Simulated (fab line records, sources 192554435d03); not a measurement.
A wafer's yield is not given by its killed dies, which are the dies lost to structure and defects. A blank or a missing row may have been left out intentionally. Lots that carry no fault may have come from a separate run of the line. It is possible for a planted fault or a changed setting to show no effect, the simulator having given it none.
fab line records	flow n5-finfet
record lots=24	wafers=72	last-day=20
route steps=1938 shown BEOL_M2@889 BEOL_M3@934
lots that met no fault: from a run of the same line without faults
start-h: hours from the record's first day to the start of the lot's first wafer shown	wait-h: time in hours since the lot's previous step	" the same as in the row above	L1.1+2: a single row standing in for several wafers	- no value, or no start was given	* or withheld: withheld	< > ~ a bound
route shown NAME@n: names a module that has steps shown in the file, with the first one's number in the route	usual: mean/standard deviation of fault-free wafers	same: alike in all rows	chamber/n: place in a boat	sites: per-site readings	_std_site: the values' standard deviation	_edge_site: inner sites' mean taken away from outer sites' mean	radius-mm: how far each site lies from the wafer's centre	mask NAME#n: copy n	behind: tool/chamber where the wafer was last shaped	hold: cause of the lot's hold/its duration in hours/its outcome	device: names the non-switching transistor (n, p or np)	end of line: the route-end tests of the same wafers	a step with no rows: only its recipe	killed: dies lost to structure and defects at the first sort, not the wafer's yield	map: a wafer's dies, marking killed ones x, the rest . and places with no die _
set.NAME: the setting the step ran with; set.NAME@STEP: the setting that earlier step ran with	model.NAME: the simulator's own value behind a step, which no gauge read
the route's steps for a sample of lots (tables are steps, rows are wafers)
services: from which hour (start-h, from the record's first day; less than 0 if before it) a tool's chamber was out of use, for how many hours, and why
## steps
# step N5_BEOL_M2_STRIP_36
# recipe chemistry=N2/H2	power-w=450	temp-c=40	pressure-mtorr=20	rf-frequency-hz=6e+07	overash-fraction=0.3	bias-power-w=7	h2-frac=0.5	n2-flow-sccm=200	h2-flow-sccm=200
# usual drypump-motor-current-A=5.7/0.36	h2-flow-sccm=200.0/0.6	oes-product-au=0.81/0.092	rf-vpp-V=59.3/1.3	showerhead-plenum-p-Torr=2.59/0.068	throttle-valve-pct=23.4/0.33
lot.wafer	tool	chamber	start-h	wait-h	drypump-motor-current-A	h2-flow-sccm	oes-product-au	rf-hours-counter-h	rf-vpp-V	showerhead-plenum-p-Torr	throttle-valve-pct
L074.2	rie-diel-01	3	148.06	0.0	5.2	200.0	0.90	34	59.7	2.58	23.3
L074.4	"	0	"	"	5.9	199.9	0.93	7	58.6	2.70	23.1
L074.6	"	3	"	"	5.2	199.5	0.90	-	59.6	2.58	23.3
L075.2	rie-diel-04	0	152.17	0.0	6.1	199.6	0.97	17	62.4	2.59	23.2
L075.4	"	2	"	"	5.9	199.3	0.73	-	59.3	2.51	23.8
L075.5	"	1	"	"	6.2	199.8	0.72	-	61.1	2.63	23.8
L076.3	rie-diel-04	1	164.09	0.0	6.2	198.7	0.72	194	58.9	2.63	23.8
L076.4	"	1	"	"	6.2	199.2	0.72	-	59.8	2.63	23.8
L076.5	"	0	"	"	6.1	199.6	0.94	-	58.5	2.59	23.2
L077.1	rie-diel-01	0	172.47	0.0	5.9	199.9	0.91	16	60.7	2.70	23.1
L077.5	"	1	"	"	5.3	201.0	0.72	-	59.8	2.61	23.7
L077.6	"	0	"	"	5.9	199.9	0.91	-	58.8	2.70	23.1
L078.1	rie-diel-06	1	176.76	0.0	5.6	200.3	0.81	80	59.0	2.56	23.6
L078.4	"	3	"	"	5.0	200.0	0.70	209	58.5	2.40	23.3
L078.5	"	3	"	"	5.0	199.4	0.71	-	59.0	2.40	23.3
L079.1	rie-diel-04	0	177.32	0.0	6.1	201.3	0.93	26	59.3	2.59	23.3
L079.2	"	1	"	"	6.2	199.6	0.73	198	59.0	2.62	23.8
L079.3	"	3	"	"	5.5	200.4	0.92	9	58.3	2.58	22.9
L080.1	rie-diel-04	3	184.21	0.0	5.5	200.0	0.92	11	61.7	2.58	22.9
L080.2	"	2	"	"	5.9	199.7	0.73	202	59.7	2.50	23.8
L080.4	"	1	"	"	6.3	200.1	0.71	200	57.8	2.62	23.8
L081.2	rie-diel-06	0	187.78	0.0	5.2	200.1	0.97	5	58.2	2.58	22.6
L081.3	"	2	"	"	5.7	200.0	0.68	253	59.9	2.61	23.6
L081.4	"	1	"	"	5.6	199.5	0.82	-	60.0	2.56	23.6
L082.3	rie-diel-04	2	192.34	0.0	5.9	200.9	0.72	205	59.7	2.50	23.8
L082.5	"	2	"	"	5.9	200.0	0.72	-	61.5	2.50	23.8
L082.6	"	1	"	"	6.3	199.9	0.72	-	57.2	2.62	23.8
L083.1	rie-diel-04	1	192.88	0.0	6.2	199.1	0.72	203	58.7	2.62	23.8
L083.3	"	2	"	"	5.9	199.8	0.72	205	59.4	2.50	23.8
L083.5	"	2	"	"	5.9	199.6	0.73	-	60.0	2.50	23.8
L084.3	rie-diel-01	2	233.09	0.0	5.9	200.6	0.80	83	61.0	2.68	23.3
L084.5	"	3	"	"	5.3	199.6	0.89	-	57.6	2.57	23.3
L084.6	"	2	"	"	5.9	200.7	0.80	-	56.0	2.68	23.3
L085.3	rie-diel-01	2	239.65	0.0	5.9	200.3	0.80	86	59.7	2.68	23.3
L085.4	"	1	"	"	5.3	199.8	0.71	229	59.7	2.60	23.7
L085.6	"	3	"	"	5.3	199.9	0.88	-	58.8	2.57	23.3
L086.2	rie-diel-04	1	239.79	0.0	6.3	199.1	0.71	218	61.0	2.62	23.9
L086.3	"	0	"	"	6.1	200.4	0.91	46	61.0	2.58	23.3
L086.5	"	0	"	"	6.1	200.1	0.89	-	59.0	2.58	23.3
L087.1	rie-diel-01	0	244.97	0.0	5.9	199.7	0.87	45	59.1	2.69	23.1
L087.2	"	3	"	"	5.2	199.8	0.87	53	60.7	2.57	23.3
L087.5	"	2	"	"	6.0	198.5	0.79	-	61.8	2.68	23.3
L088.1	rie-diel-01	3	248.53	0.0	5.3	200.3	0.86	54	59.1	2.57	23.3
L088.3	"	0	"	"	5.9	200.1	0.86	46	60.1	2.69	23.1
L088.6	"	2	"	"	5.9	199.3	0.79	-	58.1	2.68	23.3
L090.4	rie-diel-04	0	252.39	0.0	6.1	200.2	0.89	50	59.9	2.58	23.3
L090.5	"	3	"	"	5.5	199.7	0.86	-	58.4	2.57	23.0
L090.6	"	2	"	"	5.9	200.4	0.69	-	58.1	2.49	23.8
L089.2	rie-diel-06	2	252.87	0.0	5.6	200.3	0.92	16	59.7	2.60	23.4
L089.3	"	3	"	"	4.9	200.2	0.68	232	60.4	2.39	23.3
L089.5	"	3	"	"	4.9	199.5	0.68	-	60.1	2.39	23.3
L092.3	rie-diel-01	3	264.37	0.0	5.3	198.5	0.85	59	56.2	2.57	23.3
L092.4	"	2	"	"	6.0	199.7	0.79	94	59.3	2.67	23.3
L092.5	"	1	"	"	5.3	200.4	0.71	-	57.7	2.60	23.7
L091.2	rie-diel-04	2	270.01	0.0	6.0	200.3	0.70	231	60.0	2.49	23.8
L091.4	"	3	"	"	5.5	200.4	0.86	40	59.3	2.57	23.0
L091.6	"	2	"	"	5.9	199.5	0.70	-	58.8	2.49	23.8
L093.1	rie-diel-06	3	272.61	0.0	4.9	199.4	0.68	240	57.1	2.39	23.3
L093.2	"	2	"	"	5.6	199.9	0.90	24	58.6	2.60	23.4
L093.6	"	3	"	"	5.0	199.6	0.67	-	59.3	2.39	23.3
L094.1	rie-diel-01	2	275.83	0.0	5.9	200.0	0.79	97	59.9	2.67	23.3
L094.2	"	3	"	"	5.3	200.7	0.84	62	59.6	2.57	23.3
L094.6	"	0	"	"	5.9	199.6	0.84	-	59.5	2.68	23.1
L096.1	rie-diel-04	1	276.57	0.0	6.3	200.7	0.70	230	60.8	2.61	23.8
L096.2	"	3	"	"	5.5	200.5	0.86	43	58.7	2.57	23.0
L096.4	"	2	"	"	6.0	199.8	0.69	233	59.9	2.49	23.8
L095.2	rie-diel-01	0	278.92	0.0	5.9	200.6	0.83	55	59.1	2.68	23.1
L095.3	"	3	"	"	5.2	199.4	0.85	63	58.5	2.57	23.3
L095.6	"	2	"	"	5.9	201.0	0.78	-	59.0	2.67	23.3
L097.1	rie-diel-04	1	282.54	0.0	6.2	200.2	0.70	231	59.8	2.61	23.9
L097.2	"	2	"	"	6.0	200.0	0.71	235	57.9	2.49	23.8
L097.4	"	3	"	"	5.5	200.5	0.86	44	58.5	2.56	23.0
# step N5_BEOL_M2_PRE_CLEAN_45
# recipe gas=H2/He	time-s=30	temp-c=250
# usual heater-power-w=338/33
lot.wafer	tool	chamber	start-h	wait-h	heater-power-w
L074.2	pvd-sputter-01	-	149.35	0.0	358
L074.4	"	-	"	"	327
L074.6	"	-	"	"	345
L075.2	pvd-sputter-03	-	152.64	0.0	293
L075.4	"	-	"	"	321
L075.5	"	-	"	"	325
L076.3	pvd-sputter-03	-	164.53	0.0	399
L076.4	"	-	"	"	296
L076.5	"	-	"	"	394
L077.1	pvd-sputter-03	-	173.67	0.0	318
L077.5	"	-	"	"	320
L077.6	"	-	"	"	401
L078.1	pvd-sputter-02	-	177.76	0.0	392
L078.4	"	-	"	"	334
L078.5	"	-	"	"	381
L079.1	pvd-sputter-02	-	178.00	0.0	387
L079.2	"	-	"	"	326
L079.3	"	-	"	"	317
L080.1	pvd-sputter-02	-	184.86	0.0	333
L080.2	"	-	"	"	361
L080.4	"	-	"	"	375
L081.2	pvd-sputter-02	-	188.24	0.0	361
L081.3	"	-	"	"	325
L081.4	"	-	"	"	380
L082.3	pvd-sputter-03	-	192.96	0.0	299
L082.5	"	-	"	"	322
L082.6	"	-	"	"	318
L083.1	pvd-sputter-03	-	193.48	0.0	323
L083.3	"	-	"	"	412
L083.5	"	-	"	"	315
L084.3	pvd-sputter-02	-	234.10	0.0	335
L084.5	"	-	"	"	373
L084.6	"	-	"	"	335
L085.3	pvd-sputter-03	-	240.42	0.0	327
L085.4	"	-	"	"	294
L085.6	"	-	"	"	419
L086.2	pvd-sputter-02	-	240.50	0.0	351
L086.3	"	-	"	"	381
L086.5	"	-	"	"	350
L087.1	pvd-sputter-01	-	245.79	0.0	338
L087.2	"	-	"	"	336
L087.5	"	-	"	"	290
L088.1	pvd-sputter-01	-	249.09	0.0	346
L088.3	"	-	"	"	340
L088.6	"	-	"	"	283
L090.4	pvd-sputter-02	-	253.32	0.0	380
L090.5	"	-	"	"	365
L090.6	"	-	"	"	330
L089.2	pvd-sputter-03	-	253.55	0.0	318
L089.3	"	-	"	"	295
L089.5	"	-	"	"	299
L092.3	pvd-sputter-03	-	264.79	0.0	289
L092.4	"	-	"	"	395
L092.5	"	-	"	"	404
L091.2	pvd-sputter-02	-	270.48	0.0	338
L091.4	"	-	"	"	353
L091.6	"	-	"	"	328
L093.1	pvd-sputter-03	-	273.67	0.0	322
L093.2	"	-	"	"	402
L093.6	"	-	"	"	405
L094.1	pvd-sputter-01	-	276.70	0.0	343
L094.2	"	-	"	"	326
L094.6	"	-	"	"	289
L096.1	pvd-sputter-03	-	277.11	0.0	322
L096.2	"	-	"	"	330
L096.4	"	-	"	"	403
L095.2	pvd-sputter-01	-	279.73	0.0	287
L095.3	"	-	"	"	345
L095.6	"	-	"	"	329
L097.1	pvd-sputter-02	-	283.18	0.0	320
L097.2	"	-	"	"	330
L097.4	"	-	"	"	387
# step N5_BEOL_M2_SPUTTER_48
# recipe material=Cu	target-thk-a=45	temp-c=-20	chamber-pressure-pa=0.07	power-w=withheld	time-s=8.29
# usual chamber-pressure-pa=0.07/0.00014	throttle-valve-pct=29.7/0.78
lot.wafer	tool	chamber	start-h	wait-h	chamber-pressure-pa	throttle-valve-pct
L074.2	pvd-sputter-03	-	150.08	0.2	0.06996	29.2
L074.4	"	-	"	"	0.07005	29.9
L074.6	"	-	"	"	0.07012	30.9
L075.2	pvd-sputter-01	-	153.74	0.4	0.07003	28.2
L075.4	"	-	"	"	0.06988	30.0
L075.5	"	-	"	"	0.06986	28.3
L076.3	pvd-sputter-01	-	165.65	0.2	0.07003	28.3
L076.4	"	-	"	"	0.07002	29.9
L076.5	"	-	"	"	0.06994	29.9
L077.1	pvd-sputter-03	-	174.57	0.2	0.06991	29.7
L077.5	"	-	"	"	0.06998	29.3
L077.6	"	-	"	"	0.06994	29.0
L078.1	pvd-sputter-01	-	178.65	0.1	0.06996	30.1
L078.4	"	-	"	"	0.06991	28.2
L078.5	"	-	"	"	0.06994	30.0
L079.1	pvd-sputter-02	-	178.92	0.2	0.06976	29.6
L079.2	"	-	"	"	0.06993	30.0
L079.3	"	-	"	"	0.07008	29.6
L080.1	pvd-sputter-02	-	185.48	0.2	0.07002	30.2
L080.2	"	-	"	"	0.06982	30.1
L080.4	"	-	"	"	0.07012	29.6
L081.2	pvd-sputter-02	-	189.32	0.1	0.07004	29.8
L081.3	"	-	"	"	0.06994	30.3
L081.4	"	-	"	"	0.06972	29.8
L082.3	pvd-sputter-02	-	193.66	0.2	0.06992	29.6
L082.5	"	-	"	"	0.06998	30.0
L082.6	"	-	"	"	0.06984	29.2
L083.1	pvd-sputter-01	-	194.00	0.1	0.06999	31.1
L083.3	"	-	"	"	0.06985	28.3
L083.5	"	-	"	"	0.06993	31.1
L084.3	pvd-sputter-01	-	234.71	0.1	0.0699	31.2
L084.5	"	-	"	"	0.07014	31.0
L084.6	"	-	"	"	0.07001	30.0
L085.3	pvd-sputter-03	-	241.12	0.1	0.07003	29.4
L085.4	"	-	"	"	0.06975	29.7
L085.6	"	-	"	"	0.07003	29.1
L086.2	pvd-sputter-02	-	241.30	0.2	0.07025	29.6
L086.3	"	-	"	"	0.07	28.9
L086.5	"	-	"	"	0.06986	30.2
L087.1	pvd-sputter-01	-	246.49	0.1	0.06999	29.8
L087.2	"	-	"	"	0.07008	30.0
L087.5	"	-	"	"	0.06981	31.1
L088.1	pvd-sputter-03	-	250.05	0.2	0.07001	29.8
L088.3	"	-	"	"	0.06993	28.9
L088.6	"	-	"	"	0.07003	29.2
L090.4	pvd-sputter-01	-	254.34	0.0	0.06999	28.2
L090.5	"	-	"	"	0.07025	29.9
L090.6	"	-	"	"	0.07004	28.3
L089.2	pvd-sputter-02	-	254.58	0.1	0.06994	29.0
L089.3	"	-	"	"	0.07002	30.4
L089.5	"	-	"	"	0.07016	30.3
L092.3	pvd-sputter-03	-	265.45	0.1	0.06986	30.6
L092.4	"	-	"	"	0.07012	29.4
L092.5	"	-	"	"	0.06995	29.2
L091.2	pvd-sputter-01	-	272.52	1.3	0.07007	29.6
L091.4	"	-	"	"	0.06995	30.2
L091.6	"	-	"	"	0.06988	30.4
L093.1	pvd-sputter-03	-	274.53	0.2	0.06978	29.1
L093.2	"	-	"	"	0.07001	29.3
L093.6	"	-	"	"	0.07001	29.1
L094.1	pvd-sputter-01	-	277.31	0.1	0.06997	31.0
L094.2	"	-	"	"	0.07047	28.2
L094.6	"	-	"	"	0.07002	29.9
L096.1	pvd-sputter-02	-	278.16	0.4	0.06985	29.5
L096.2	"	-	"	"	0.06976	30.2
L096.4	"	-	"	"	0.07012	29.0
L095.2	pvd-sputter-03	-	280.36	0.1	0.07002	29.9
L095.3	"	-	"	"	0.07012	29.2
L095.6	"	-	"	"	0.06998	29.5
L097.1	pvd-sputter-01	-	286.14	1.8	0.07014	28.1
L097.2	"	-	"	"	0.07021	29.7
L097.4	"	-	"	"	0.06984	31.3
# step N5_BEOL_M2_ANNEAL_49
# recipe temp-c=400	time-s=240	ambient=vacuum
# usual heater-power-w=832/74
lot.wafer	tool	chamber	start-h	wait-h	heater-power-w
L074.2	pvd-sputter-03	-	150.16	0.0	811
L074.4	"	-	"	"	1009
L074.6	"	-	"	"	735
L075.2	pvd-sputter-01	-	153.83	0.0	825
L075.4	"	-	"	"	724
L075.5	"	-	"	"	813
L076.3	pvd-sputter-01	-	165.73	0.0	834
L076.4	"	-	"	"	863
L076.5	"	-	"	"	849
L077.1	pvd-sputter-03	-	174.65	0.0	1002
L077.5	"	-	"	"	805
L077.6	"	-	"	"	801
L078.1	pvd-sputter-01	-	178.73	0.0	869
L078.4	"	-	"	"	825
L078.5	"	-	"	"	844
L079.1	pvd-sputter-02	-	179.00	0.0	938
L079.2	"	-	"	"	838
L079.3	"	-	"	"	788
L080.1	pvd-sputter-02	-	185.56	0.0	841
L080.2	"	-	"	"	777
L080.4	"	-	"	"	952
L081.2	pvd-sputter-02	-	189.40	0.0	951
L081.3	"	-	"	"	819
L081.4	"	-	"	"	796
L082.3	pvd-sputter-02	-	193.74	0.0	973
L082.5	"	-	"	"	785
L082.6	"	-	"	"	905
L083.1	pvd-sputter-01	-	194.08	0.0	805
L083.3	"	-	"	"	833
L083.5	"	-	"	"	857
L084.3	pvd-sputter-01	-	234.79	0.0	824
L084.5	"	-	"	"	841
L084.6	"	-	"	"	716
L085.3	pvd-sputter-03	-	241.20	0.0	808
L085.4	"	-	"	"	990
L085.6	"	-	"	"	817
L086.2	pvd-sputter-02	-	241.38	0.0	950
L086.3	"	-	"	"	858
L086.5	"	-	"	"	827
L087.1	pvd-sputter-01	-	246.57	0.0	857
L087.2	"	-	"	"	701
L087.5	"	-	"	"	851
L088.1	pvd-sputter-03	-	250.13	0.0	964
L088.3	"	-	"	"	816
L088.6	"	-	"	"	805
L090.4	pvd-sputter-01	-	254.42	0.0	822
L090.5	"	-	"	"	859
L090.6	"	-	"	"	820
L089.2	pvd-sputter-02	-	254.66	0.0	911
L089.3	"	-	"	"	845
L089.5	"	-	"	"	818
L092.3	pvd-sputter-03	-	265.53	0.0	735
L092.4	"	-	"	"	814
L092.5	"	-	"	"	800
L091.2	pvd-sputter-01	-	272.60	0.0	879
L091.4	"	-	"	"	711
L091.6	"	-	"	"	728
L093.1	pvd-sputter-03	-	274.61	0.0	824
L093.2	"	-	"	"	810
L093.6	"	-	"	"	794
L094.1	pvd-sputter-01	-	277.39	0.0	849
L094.2	"	-	"	"	844
L094.6	"	-	"	"	697
L096.1	pvd-sputter-02	-	278.24	0.0	965
L096.2	"	-	"	"	786
L096.4	"	-	"	"	873
L095.2	pvd-sputter-03	-	280.44	0.0	990
L095.3	"	-	"	"	794
L095.6	"	-	"	"	829
L097.1	pvd-sputter-01	-	286.22	0.0	823
L097.2	"	-	"	"	870
L097.4	"	-	"	"	827
# step N5_BEOL_M2_CO_CAP_55
# recipe material=Co	target-thk-a=20	temp-c=200	precursor=CCTBA/H2	pressure-torr=30	time-s=102.1
# usual heater-power-w=243/16
lot.wafer	tool	chamber	start-h	wait-h	heater-power-w
L074.2	cvd-co-01	2	152.71	0.0	255
L074.4	"	2	"	"	255
L074.6	"	1	"	"	214
L075.2	cvd-co-01	1	156.47	0.0	215
L075.4	"	0	"	"	260
L075.5	"	2	"	"	261
L076.3	cvd-co-01	1	168.28	0.0	215
L076.4	"	0	"	"	258
L076.5	"	2	"	"	255
L077.1	cvd-co-02	1	177.47	0.0	235
L077.5	"	1	"	"	238
L077.6	"	0	"	"	240
L078.1	cvd-co-01	1	181.27	0.0	219
L078.4	"	0	"	"	262
L078.5	"	2	"	"	254
L079.1	cvd-co-02	2	181.55	0.0	253
L079.2	"	0	"	"	231
L079.3	"	1	"	"	241
L080.1	cvd-co-02	2	189.57	0.0	251
L080.2	"	0	"	"	244
L080.4	"	1	"	"	234
L081.2	cvd-co-02	1	191.96	0.0	234
L081.3	"	2	"	"	254
L081.4	"	2	"	"	253
L082.3	cvd-co-02	1	196.30	0.0	232
L082.5	"	0	"	"	237
L082.6	"	1	"	"	235
L083.1	cvd-co-01	0	235.08	0.0	263
L083.3	"	2	"	"	255
L083.5	"	1	"	"	222
L084.3	cvd-co-02	0	237.93	0.0	235
L084.5	"	2	"	"	255
L084.6	"	0	"	"	237
L085.3	cvd-co-02	1	243.74	0.0	234
L085.4	"	1	"	"	235
L085.6	"	2	"	"	259
L086.2	cvd-co-02	0	244.02	0.0	239
L086.3	"	1	"	"	236
L086.5	"	0	"	"	232
L087.1	cvd-co-02	1	249.15	0.0	232
L087.2	"	2	"	"	261
L087.5	"	2	"	"	248
L088.1	cvd-co-01	2	254.35	0.0	258
L088.3	"	1	"	"	219
L088.6	"	0	"	"	259
L090.4	cvd-co-01	2	256.99	0.0	256
L090.5	"	0	"	"	259
L090.6	"	1	"	"	215
L089.2	cvd-co-02	1	257.23	0.0	230
L089.3	"	2	"	"	261
L089.5	"	1	"	"	227
L092.3	cvd-co-01	2	268.08	0.0	253
L092.4	"	2	"	"	248
L092.5	"	0	"	"	253
L091.2	cvd-co-01	2	275.14	0.0	253
L091.4	"	0	"	"	257
L091.6	"	2	"	"	255
L093.1	cvd-co-01	2	277.28	0.0	265
L093.2	"	1	"	"	220
L093.6	"	2	"	"	253
L094.1	cvd-co-01	0	279.93	0.0	254
L094.2	"	1	"	"	215
L094.6	"	1	"	"	212
L096.1	cvd-co-02	1	280.79	0.0	239
L096.2	"	0	"	"	241
L096.4	"	1	"	"	238
L095.2	cvd-co-02	2	283.14	0.0	263
L095.3	"	1	"	"	236
L095.6	"	0	"	"	237
L097.1	cvd-co-01	1	288.76	0.0	216
L097.2	"	0	"	"	259
L097.4	"	1	"	"	218
# step N5_BEOL_M3_HM_DEP_02
# recipe material=TiN	target-thk-a=200	temp-c=25	chamber-pressure-pa=0.49996
# usual chamber-pressure-pa=0.4999/0.001	throttle-valve-pct=29.8/0.77
lot.wafer	tool	chamber	start-h	wait-h	chamber-pressure-pa	throttle-valve-pct
L074.2	pvd-sputter-01	-	155.85	2.8	0.5003	30.3
L074.4	"	-	"	"	0.5005	31.3
L074.6	"	-	"	"	0.4992	28.2
L075.2	pvd-sputter-02	-	159.38	2.5	0.5011	29.9
L075.4	"	-	"	"	0.4999	30.2
L075.5	"	-	"	"	0.4980	30.2
L076.3	pvd-sputter-03	-	170.51	1.9	0.4977	29.5
L076.4	"	-	"	"	0.5012	30.8
L076.5	"	-	"	"	0.4987	29.6
L077.1	pvd-sputter-01	-	178.21	0.4	0.5007	30.0
L077.5	"	-	"	"	0.5006	30.2
L077.6	"	-	"	"	0.4993	31.4
L078.1	pvd-sputter-01	-	183.85	2.2	0.5003	27.9
L078.4	"	-	"	"	0.4995	30.0
L078.5	"	-	"	"	0.4998	30.2
L079.1	pvd-sputter-03	-	183.86	1.9	0.4982	29.1
L079.2	"	-	"	"	0.4992	29.3
L079.3	"	-	"	"	0.4998	30.0
L080.1	pvd-sputter-03	-	191.24	1.3	0.4991	29.0
L080.2	"	-	"	"	0.4996	30.5
L080.4	"	-	"	"	0.5015	29.8
L081.2	pvd-sputter-02	-	192.78	0.4	0.4999	29.9
L081.3	"	-	"	"	0.5003	30.2
L081.4	"	-	"	"	0.4981	29.8
L082.3	pvd-sputter-02	-	198.26	1.6	0.4993	30.0
L082.5	"	-	"	"	0.5003	30.3
L082.6	"	-	"	"	0.4992	29.0
L083.1	pvd-sputter-02	-	236.12	0.7	0.5002	29.9
L083.3	"	-	"	"	0.4991	29.8
L083.5	"	-	"	"	0.5003	29.8
L084.3	pvd-sputter-02	-	239.54	1.2	0.5020	29.8
L084.5	"	-	"	"	0.5000	29.8
L084.6	"	-	"	"	0.4978	28.9
L085.3	pvd-sputter-03	-	244.88	0.7	0.5011	30.7
L085.4	"	-	"	"	0.5010	28.8
L085.6	"	-	"	"	0.4996	29.0
L086.2	pvd-sputter-03	-	245.44	1.0	0.4989	29.2
L086.3	"	-	"	"	0.5005	30.5
L086.5	"	-	"	"	0.4993	30.5
L087.1	pvd-sputter-03	-	249.95	0.4	0.5001	30.9
L087.2	"	-	"	"	0.5017	30.0
L087.5	"	-	"	"	0.5010	29.9
L088.1	pvd-sputter-01	-	256.34	1.6	0.4991	31.1
L088.3	"	-	"	"	0.5021	30.0
L088.6	"	-	"	"	0.4990	28.3
L090.4	pvd-sputter-01	-	257.66	0.3	0.4997	30.2
L090.5	"	-	"	"	0.5024	30.8
L090.6	"	-	"	"	0.4994	29.8
L089.2	pvd-sputter-01	-	257.76	0.2	0.4986	31.1
L089.3	"	-	"	"	0.4984	30.3
L089.5	"	-	"	"	0.5012	30.1
L092.3	pvd-sputter-03	-	268.89	0.4	0.4999	29.4
L092.4	"	-	"	"	0.5000	29.4
L092.5	"	-	"	"	0.4998	30.9
L091.2	pvd-sputter-01	-	276.40	0.9	0.4994	28.4
L091.4	"	-	"	"	0.4994	29.9
L091.6	"	-	"	"	0.5005	31.0
L093.1	pvd-sputter-01	-	279.23	1.6	0.5006	28.5
L093.2	"	-	"	"	0.4984	29.9
L093.6	"	-	"	"	0.4990	28.2
L094.1	pvd-sputter-03	-	282.52	2.2	0.5015	29.5
L094.2	"	-	"	"	0.5004	30.7
L094.6	"	-	"	"	0.4991	29.4
L096.1	pvd-sputter-03	-	282.62	1.5	0.5001	30.5
L096.2	"	-	"	"	0.5002	29.4
L096.4	"	-	"	"	0.5012	30.1
L095.2	pvd-sputter-03	-	283.56	0.0	0.4989	29.2
L095.3	"	-	"	"	0.4991	30.6
L095.6	"	-	"	"	0.4979	30.4
L097.1	pvd-sputter-01	-	289.19	0.0	0.4997	31.4
L097.2	"	-	"	"	0.4990	30.0
L097.4	"	-	"	"	0.5018	29.9
## services
tool	chamber	start-h	hours	kind
rie-diel-04	3	130.10	-	clean
rie-diel-04	3	130.10	-	consumable-replace:focus-ring
rie-diel-04	3	130.10	23.7	scheduled-down
rie-diel-04	3	130.10	23.7	vent-cycle
rie-diel-06	0	130.10	4.0	repair
pvd-sputter-01	-	133.60	1.9	repair
rie-diel-06	0	141.88	-	clean
rie-diel-06	0	141.88	-	consumable-replace:focus-ring
rie-diel-06	0	141.88	33.7	scheduled-down
rie-diel-06	0	141.88	33.7	vent-cycle
pvd-sputter-01	-	143.27	4.6	repair
cvd-co-01	-	152.87	1.3	repair
rie-diel-01	3	156.77	43.4	repair
rie-diel-04	1	171.89	1.4	repair
rie-diel-06	3	181.80	17.0	repair
cvd-co-01	-	185.44	6.9	pm
cvd-co-01	1	196.74	8.7	repair
rie-diel-06	2	198.81	-	clean
rie-diel-06	2	198.81	-	consumable-replace:focus-ring
rie-diel-06	2	198.81	16.9	scheduled-down
rie-diel-01	-	202.64	0.5	repair
cvd-co-02	-	251.00	6.0	pm
rie-diel-01	-	252.18	2.8	pm
cvd-co-02	-	264.18	0.8	repair
## key
fault none
